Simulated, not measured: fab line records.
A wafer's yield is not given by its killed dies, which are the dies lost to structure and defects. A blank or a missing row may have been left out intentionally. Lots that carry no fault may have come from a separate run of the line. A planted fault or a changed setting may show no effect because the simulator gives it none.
Chamber matching | flow n5-finfet | N5_BEOL_M6_STRIP_36 on rie-diel-01: 4 sister chambers
The step strips in N2/H2. 4 wafers are shown with their chamber, then 9 later ones without.

== WAFERS WITH THEIR CHAMBER ==
wafer  | chamber | throttle-valve-pct (%)
L080.1 | 2       | 24.3
L089.2 | 1       | 23.6
L089.3 | 3       | 23.0
L089.6 | 0       | 23.9

== WAFERS WITH NO CHAMBER GIVEN ==
wafer  | throttle-valve-pct (%)
L091.1 | 23.0
L091.2 | 24.4
L091.6 | 23.6
L093.1 | 23.0
L093.4 | 24.3
L093.6 | 23.6
L095.2 | 23.6
L095.5 | 23.6
L095.6 | 24.4

== WHICH CHAMBER EACH ONE RAN IN ==
wafer  | from the rows above | in truth
L091.1 | 3                   | 3
L091.2 | 2                   | 2
L091.6 | 1                   | 1
L093.1 | 3                   | 3
L093.4 | 2                   | 2
L093.6 | 1                   | 1
L095.2 | 1                   | 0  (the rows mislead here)
L095.5 | 1                   | 1
L095.6 | 2                   | 2
Correctly placed: 8 of 9. Not placeable from these rows: 0. 1 placed wrongly.
How it was worked out, from the rows above alone: a wafer's distance from a chamber is the root of the sum, over the readings, of the square of ((its reading less the chamber's mean) divided by the reading's scatter). If the next closest chamber is less than 2 further off than the closest, the wafer can't be placed; otherwise it belongs to the closest. Each chamber's mean is taken over the wafers shown for it. The scatter (one wafer shown for each chamber): square how far every hidden wafer sits from the nearest shown wafer, average those squares and take the square root.
